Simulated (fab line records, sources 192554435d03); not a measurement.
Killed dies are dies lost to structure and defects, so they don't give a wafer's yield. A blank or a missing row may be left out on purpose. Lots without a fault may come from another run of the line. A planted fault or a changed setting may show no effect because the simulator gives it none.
Chamber matching | flow n5_finfet | N5_BEOL_M7_ILD_DEP_00 on pecvd-04: 3 sister chambers
The step deposits SiCOH lowk from DEMS/porogen, target thk 179.75 nm, time 33.4 s. 3 wafers are shown with their chamber, then 10 later ones without.

WAFERS WITH THEIR CHAMBER
wafer  | chamber | throttle_valve_pct (%)
L080.3 | 2       | 13.6
L087.1 | 1       | 14.3
L087.2 | 0       | 15.0

WAFERS WITHOUT THEIR CHAMBER
wafer  | throttle_valve_pct (%)
L087.3 | 15.2
L091.3 | 15.1
L091.4 | 15.2
L091.6 | 14.6
L092.2 | 13.2
L092.4 | 15.0
L092.6 | 13.5
L095.3 | 13.4
L095.5 | 13.1
L095.6 | 15.1

WHICH CHAMBER EACH WENT THROUGH
wafer  | from the rows above     | in truth
L087.3 | 0                       | 0
L091.3 | 0                       | 0
L091.4 | 0                       | 0
L091.6 | can't be placed: 1 or 0 | 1
L092.2 | 2                       | 2
L092.4 | 0                       | 0
L092.6 | 2                       | 2
L095.3 | 2                       | 2
L095.5 | 2                       | 2
L095.6 | 0                       | 0
Placed correctly: 9 of 10. Can't be placed from these rows: 1 (the true chamber is among the candidates in 1). Placed wrongly: 0.
How it was worked out, from the rows above alone: a wafer's distance from a chamber is the root of the sum, over the readings, of the square of ((its reading less the chamber's mean) divided by the reading's scatter). The wafer belongs to the nearest chamber; if the next one is less than 2 further off, it can't be placed. A chamber's mean is the mean of its shown wafers. The scatter: with one shown wafer a chamber, the root of the mean of the squares of how far each hidden wafer lies from its nearest shown one.
